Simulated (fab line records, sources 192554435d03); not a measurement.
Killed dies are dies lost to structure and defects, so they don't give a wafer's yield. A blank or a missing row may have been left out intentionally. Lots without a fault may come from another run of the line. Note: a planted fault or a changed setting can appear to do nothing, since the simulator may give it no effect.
What tool caused it? + flow n5_finfet + 21 lots (63 wafers sampled), 1 step of a 1938-step route

## WHAT THE GAUGES SHOWED, per wafer
N5_BEOL_M7_OVL_MEAS_12. Usual: for M7_OVL the level is -0.6 nm and the standard deviation is 0.78.
| lot  | measured     | on         | M7_OVL (nm)    | flag |
|------|--------------|------------|----------------|------|
| L076 | day 10 11:28 | overlay-02 | 0.0 -1.2 0.0   |      |
| L074 | day 10 15:53 | overlay-02 | -1.6 -1.1 -0.7 |      |
| L075 | day 10 18:26 | overlay-01 | -0.8 -1.0 -1.0 |      |
| L078 | day 11 16:07 | overlay-02 | -1.3 -0.3 -0.4 |      |
| L080 | day 11 16:17 | overlay-01 | 0.0 0.9 -1.1   |      |
| L079 | day 11 20:44 | overlay-02 | -0.7 -0.2 -0.3 |      |
| L082 | day 12 03:16 | overlay-01 | -1.1 -0.3 -2.0 |      |
| L083 | day 12 20:31 | overlay-02 | -0.7 0.7 -0.7  |      |
| L084 | day 12 23:53 | overlay-02 | -0.6 -1.5 -0.2 |      |
| L086 | day 13 08:40 | overlay-02 | 0.9 1.0 -0.2   |      |
| L087 | day 13 11:25 | overlay-02 | -1.0 -0.4 0.2  |      |
| L085 | day 13 11:35 | overlay-01 | 1.1 -0.3 -0.6  |      |
| L091 | day 14 18:08 | overlay-02 | 0.5 -0.3 -0.5  |      |
| L090 | day 14 18:47 | overlay-02 | -0.4 -1.4 -0.2 |      |
| L088 | day 14 19:42 | overlay-01 | -1.6 -0.2 -0.4 |      |
| L092 | day 15 00:01 | overlay-01 | -1.1 -0.9 0.1  |      |
| L094 | day 15 00:41 | overlay-01 | -1.9 -0.9 -1.1 |      |
| L093 | day 15 06:45 | overlay-02 | -1.2 -0.7 -1.2 |      |
| L095 | day 15 22:38 | overlay-02 | 0.0 -0.5 0.2   |      |
| L096 | day 16 01:09 | overlay-02 | -1.0 -1.2 -1.0 |      |
| L097 | day 16 05:16 | overlay-01 | -2.6 -1.4 -0.8 |      |

## TOOL THAT RAN EACH LOT (tool first, then ch and the chambers of the sampled wafers, then the start)
There is no process step in the record ahead of these readings.

## AS READ BY THE TOOLS THEMSELVES (means over the sampled wafers that have a number; for cases with no such wafer, the mark the record gives instead)
The record holds no such reading with a usual standard deviation.

## THE ANSWER, worked out from the rows above alone
Rule: a lot is off if the mean of its wafers that have a number lies more than 3 standard deviations from the usual mean. A lot without any number at a reading at which 4 lots or more have one is off too. Where the step has rows for the other lots, those lots are counted as sound. After the gauges, taken in route order, come the tools' own readings; for these a lot's mean is taken, as printed above. At the first step where some lot is off, the reading lying furthest off is the one used; lots without a number count as furthest.
No lot is off on any of the readings shown, so nothing can be concluded from this.

## WHAT THE SIMULATOR PUT IN
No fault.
